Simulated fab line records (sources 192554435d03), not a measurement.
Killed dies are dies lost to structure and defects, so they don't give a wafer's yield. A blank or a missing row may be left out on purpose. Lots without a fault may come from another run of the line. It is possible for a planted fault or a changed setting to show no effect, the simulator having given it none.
Split-lot trial :: flow n5_finfet :: route with 1938 steps; 7 lots, 39 wafers read

## THE SPLIT
At N5_BEOL_M0_SAQP_ETCH_106 (etches SOC in N2/H2, stops on SiNx, target depth 150 nm), the setting target_depth_a was moved away from the recipe's 1500 angstrom on 15 of the 39 wafers read, by -49.8% to +40.6%. All remaining wafers had this setting at the recipe value.

Split to reading: the file shows no intervening step.

## THE READING
SOC_of_BEOL_M0_SAQP_COAT_105.thk_nm (the simulator's own value, which no gauge read), in nm, at N5_BEOL_M0_SAQP_ETCH_107 (etches SiNx in CH3F/O2, target depth 30 nm). There is no usual value for it anywhere in the file. Across the 24 wafers here that went through the recipe, the average is 13.2 nm and the standard deviation 2 nm.

wafer: L074.1
tool, chamber at the split: rie_diel-05, 3
target_depth_a as run, angstrom: 1500
against the recipe: recipe
SOC_of_BEOL_M0_SAQP_COAT_105.thk_nm, nm: 11.4
against lot-mates on the recipe: -

wafer: L074.2
tool, chamber at the split: rie_diel-05, 0
target_depth_a as run, angstrom: 1500
against the recipe: recipe
SOC_of_BEOL_M0_SAQP_COAT_105.thk_nm, nm: 14.8
against lot-mates on the recipe: -

wafer: L074.3
tool, chamber at the split: rie_diel-05, 2
target_depth_a as run, angstrom: 1500
against the recipe: recipe
SOC_of_BEOL_M0_SAQP_COAT_105.thk_nm, nm: 10.6
against lot-mates on the recipe: -

wafer: L074.4
tool, chamber at the split: rie_diel-05, 3
target_depth_a as run, angstrom: 1500
against the recipe: recipe
SOC_of_BEOL_M0_SAQP_COAT_105.thk_nm, nm: 12.2
against lot-mates on the recipe: -

wafer: L074.5
tool, chamber at the split: rie_diel-05, 0
target_depth_a as run, angstrom: 1500
against the recipe: recipe
SOC_of_BEOL_M0_SAQP_COAT_105.thk_nm, nm: 15.2
against lot-mates on the recipe: -

wafer: L074.6
tool, chamber at the split: rie_diel-05, 2
target_depth_a as run, angstrom: 1500
against the recipe: recipe
SOC_of_BEOL_M0_SAQP_COAT_105.thk_nm, nm: 10.4
against lot-mates on the recipe: -

wafer: L076.1
tool, chamber at the split: rie_diel-01, 1
target_depth_a as run, angstrom: 841.5
against the recipe: -43.9%
SOC_of_BEOL_M0_SAQP_COAT_105.thk_nm, nm: 46.6
against lot-mates on the recipe: +33.3

wafer: L076.2
tool, chamber at the split: rie_diel-01, 2
target_depth_a as run, angstrom: 841.5
against the recipe: -43.9%
SOC_of_BEOL_M0_SAQP_COAT_105.thk_nm, nm: 47
against lot-mates on the recipe: +33.7

wafer: L076.3
tool, chamber at the split: rie_diel-01, 3
target_depth_a as run, angstrom: 1500
against the recipe: recipe
SOC_of_BEOL_M0_SAQP_COAT_105.thk_nm, nm: 12.8
against lot-mates on the recipe: -

wafer: L076.4
tool, chamber at the split: rie_diel-01, 0
target_depth_a as run, angstrom: 1500
against the recipe: recipe
SOC_of_BEOL_M0_SAQP_COAT_105.thk_nm, nm: 13.6
against lot-mates on the recipe: -

wafer: L076.6
tool, chamber at the split: rie_diel-01, 2
target_depth_a as run, angstrom: 1500
against the recipe: recipe
SOC_of_BEOL_M0_SAQP_COAT_105.thk_nm, nm: 13.6
against lot-mates on the recipe: -

wafer: L076.5
tool, chamber at the split: rie_diel-01, 1
target_depth_a as run, angstrom: 841.5
against the recipe: -43.9%
SOC_of_BEOL_M0_SAQP_COAT_105.thk_nm, nm: 46.4
against lot-mates on the recipe: +33.1

wafer: L082.1
tool, chamber at the split: rie_diel-05, 3
target_depth_a as run, angstrom: 1500
against the recipe: recipe
SOC_of_BEOL_M0_SAQP_COAT_105.thk_nm, nm: 12.4
against lot-mates on the recipe: -

wafer: L082.4
tool, chamber at the split: rie_diel-05, 2
target_depth_a as run, angstrom: 1500
against the recipe: recipe
SOC_of_BEOL_M0_SAQP_COAT_105.thk_nm, nm: 11.4
against lot-mates on the recipe: -

wafer: L082.6
tool, chamber at the split: rie_diel-05, 0
target_depth_a as run, angstrom: 1500
against the recipe: recipe
SOC_of_BEOL_M0_SAQP_COAT_105.thk_nm, nm: 16
against lot-mates on the recipe: -

wafer: L086.1
tool, chamber at the split: rie_diel-02, 1
target_depth_a as run, angstrom: 1500
against the recipe: recipe
SOC_of_BEOL_M0_SAQP_COAT_105.thk_nm, nm: 12.6
against lot-mates on the recipe: -

wafer: L086.2
tool, chamber at the split: rie_diel-02, 3
target_depth_a as run, angstrom: 893.8
against the recipe: -40.4%
SOC_of_BEOL_M0_SAQP_COAT_105.thk_nm, nm: 42
against lot-mates on the recipe: +28.1

wafer: L086.3
tool, chamber at the split: rie_diel-02, 0
target_depth_a as run, angstrom: 1500
against the recipe: recipe
SOC_of_BEOL_M0_SAQP_COAT_105.thk_nm, nm: 16.4
against lot-mates on the recipe: -

wafer: L086.4
tool, chamber at the split: rie_diel-02, 1
target_depth_a as run, angstrom: 1500
against the recipe: recipe
SOC_of_BEOL_M0_SAQP_COAT_105.thk_nm, nm: 12.8
against lot-mates on the recipe: -

wafer: L086.5
tool, chamber at the split: rie_diel-02, 3
target_depth_a as run, angstrom: 893.8
against the recipe: -40.4%
SOC_of_BEOL_M0_SAQP_COAT_105.thk_nm, nm: 42.8
against lot-mates on the recipe: +28.9

wafer: L086.6
tool, chamber at the split: rie_diel-02, 0
target_depth_a as run, angstrom: 893.8
against the recipe: -40.4%
SOC_of_BEOL_M0_SAQP_COAT_105.thk_nm, nm: 45.8
against lot-mates on the recipe: +31.9

wafer: L088.1
tool, chamber at the split: rie_diel-05, 0
target_depth_a as run, angstrom: 1500
against the recipe: recipe
SOC_of_BEOL_M0_SAQP_COAT_105.thk_nm, nm: 16.6
against lot-mates on the recipe: -

wafer: L088.2
tool, chamber at the split: rie_diel-05, 3
target_depth_a as run, angstrom: 1500
against the recipe: recipe
SOC_of_BEOL_M0_SAQP_COAT_105.thk_nm, nm: 14
against lot-mates on the recipe: -

wafer: L088.3
tool, chamber at the split: rie_diel-05, 1,2
target_depth_a as run, angstrom: 752.9
against the recipe: -49.8%
SOC_of_BEOL_M0_SAQP_COAT_105.thk_nm, nm: 51.2
against lot-mates on the recipe: +36.0

wafer: L088.4
tool, chamber at the split: rie_diel-05, 1,2
target_depth_a as run, angstrom: 752.9
against the recipe: -49.8%
SOC_of_BEOL_M0_SAQP_COAT_105.thk_nm, nm: 51.2
against lot-mates on the recipe: +36.0

wafer: L088.5
tool, chamber at the split: rie_diel-05, 3
target_depth_a as run, angstrom: 1500
against the recipe: recipe
SOC_of_BEOL_M0_SAQP_COAT_105.thk_nm, nm: 15
against lot-mates on the recipe: -

wafer: L088.6
tool, chamber at the split: rie_diel-05, 2
target_depth_a as run, angstrom: 752.9
against the recipe: -49.8%
SOC_of_BEOL_M0_SAQP_COAT_105.thk_nm, nm: 50.8
against lot-mates on the recipe: +35.6

wafer: L094.1
tool, chamber at the split: rie_diel-02, 0
target_depth_a as run, angstrom: 1873
against the recipe: +24.9%
SOC_of_BEOL_M0_SAQP_COAT_105.thk_nm, nm: 0
against lot-mates on the recipe: -11.9

wafer: L094.3
tool, chamber at the split: rie_diel-02, 1
target_depth_a as run, angstrom: 1873
against the recipe: +24.9%
SOC_of_BEOL_M0_SAQP_COAT_105.thk_nm, nm: 0
against lot-mates on the recipe: -11.9

wafer: L094.6
tool, chamber at the split: rie_diel-02, 0
target_depth_a as run, angstrom: 1873
against the recipe: +24.9%
SOC_of_BEOL_M0_SAQP_COAT_105.thk_nm, nm: 0
against lot-mates on the recipe: -11.9

wafer: L094.2
tool, chamber at the split: rie_diel-02, 3
target_depth_a as run, angstrom: 1500
against the recipe: recipe
SOC_of_BEOL_M0_SAQP_COAT_105.thk_nm, nm: 10.4
against lot-mates on the recipe: -

wafer: L094.5
tool, chamber at the split: rie_diel-02, 3
target_depth_a as run, angstrom: 1500
against the recipe: recipe
SOC_of_BEOL_M0_SAQP_COAT_105.thk_nm, nm: 10.4
against lot-mates on the recipe: -

wafer: L094.4
tool, chamber at the split: rie_diel-02, 2
target_depth_a as run, angstrom: 1500
against the recipe: recipe
SOC_of_BEOL_M0_SAQP_COAT_105.thk_nm, nm: 15
against lot-mates on the recipe: -

wafer: L095.1
tool, chamber at the split: rie_diel-05, 2
target_depth_a as run, angstrom: 1500
against the recipe: recipe
SOC_of_BEOL_M0_SAQP_COAT_105.thk_nm, nm: 11.4
against lot-mates on the recipe: -

wafer: L095.2
tool, chamber at the split: rie_diel-05, 1,0,2
target_depth_a as run, angstrom: 2109
against the recipe: +40.6%
SOC_of_BEOL_M0_SAQP_COAT_105.thk_nm, nm: 0
against lot-mates on the recipe: -13.5

wafer: L095.3
tool, chamber at the split: rie_diel-05, 1,0,2
target_depth_a as run, angstrom: 2109
against the recipe: +40.6%
SOC_of_BEOL_M0_SAQP_COAT_105.thk_nm, nm: 0
against lot-mates on the recipe: -13.5

wafer: L095.6
tool, chamber at the split: rie_diel-05, 1,0,2
target_depth_a as run, angstrom: 2109
against the recipe: +40.6%
SOC_of_BEOL_M0_SAQP_COAT_105.thk_nm, nm: 0
against lot-mates on the recipe: -13.5

wafer: L095.4
tool, chamber at the split: rie_diel-05, 1
target_depth_a as run, angstrom: 1500
against the recipe: recipe
SOC_of_BEOL_M0_SAQP_COAT_105.thk_nm, nm: 12.8
against lot-mates on the recipe: -

wafer: L095.5
tool, chamber at the split: rie_diel-05, 0
target_depth_a as run, angstrom: 1500
against the recipe: recipe
SOC_of_BEOL_M0_SAQP_COAT_105.thk_nm, nm: 16.2
against lot-mates on the recipe: -
Rows listing several chambers each stand for several wafers; the file does not say which wafer went through which chamber.

FIT RESULTS
A straight line over all 39 wafers: SOC_of_BEOL_M0_SAQP_COAT_105.thk_nm changes by -0.635 nm for each +1% of target_depth_a; r = -0.97; the points scatter about the line by 4.1 nm.
The same after taking each lot's own level away (the mean of its wafers on the recipe; 39 wafers): -0.617 nm for each +1%; r = -0.97; scatter 3.9 nm.
Per that fit: largest target_depth_a move, reading shift of 31 nm.
Measured against the standard deviation above, the lots' own levels, which go from 11.93 to 15.20 nm, span 1.6 times it.
The two slopes agree, so the slope changes little with the lot-to-lot level.
Check: with one of the wafers moved furthest among these (-49.8%) left out of the fit, the line predicts +32.8 nm for it against its lot-mates. It came out at +36 nm against them.

## FURTHER SPLITS ON THESE WAFERS
These wafers also went through other splits before the reading. Each is held against what the fit with the lots' levels taken away leaves over:
other split on the same wafers: N5_ZERO_LAYER_DEVELOP_10 develop_time_s
wafers away from the commonest value: 12
r with SOC_of_BEOL_M0_SAQP_COAT_105.thk_nm (lot level and that fit taken away): +0.14

other split on the same wafers: N5_SD_EPI_N_EPI_21 epi_growth_time_s
wafers away from the commonest value: 15
r with SOC_of_BEOL_M0_SAQP_COAT_105.thk_nm (lot level and that fit taken away): +0.03

other split on the same wafers: N5_HKMG_FIN_DESCUM_53 time_s
wafers away from the commonest value: 12
r with SOC_of_BEOL_M0_SAQP_COAT_105.thk_nm (lot level and that fit taken away): +0.05

other split on the same wafers: N5_MOL_CONTACT_COAG_SPUTTER_143 target_thk_a
wafers away from the commonest value: 18
r with SOC_of_BEOL_M0_SAQP_COAT_105.thk_nm (lot level and that fit taken away): -0.20

## THE WHOLE CHAIN: every reading that the file lists as answering this split, in the file's order
step: N5_BEOL_M0_SAQP_ETCH_106
what it does: etches SOC in N2/H2, stops on SiNx, target depth 150 nm
reading: SOC_of_BEOL_M0_SAQP_COAT_105.thk_nm (the simulator's own value, which no gauge read)
change (the file's fit): -0.7 nm for each +1% of the setting
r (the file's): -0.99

step: N5_BEOL_M0_SAQP_ETCH_107
what it does: etches SiNx in CH3F/O2, target depth 30 nm
reading: SOC_of_BEOL_M0_SAQP_COAT_105.thk_nm (the simulator's own value, which no gauge read)
change (the file's fit): -0.637 nm for each +1% of the setting
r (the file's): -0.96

## FILE'S OWN FIT
SOC_of_BEOL_M0_SAQP_COAT_105.thk_nm changes by -0.637 nm for each +1% of target_depth_a, r = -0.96.
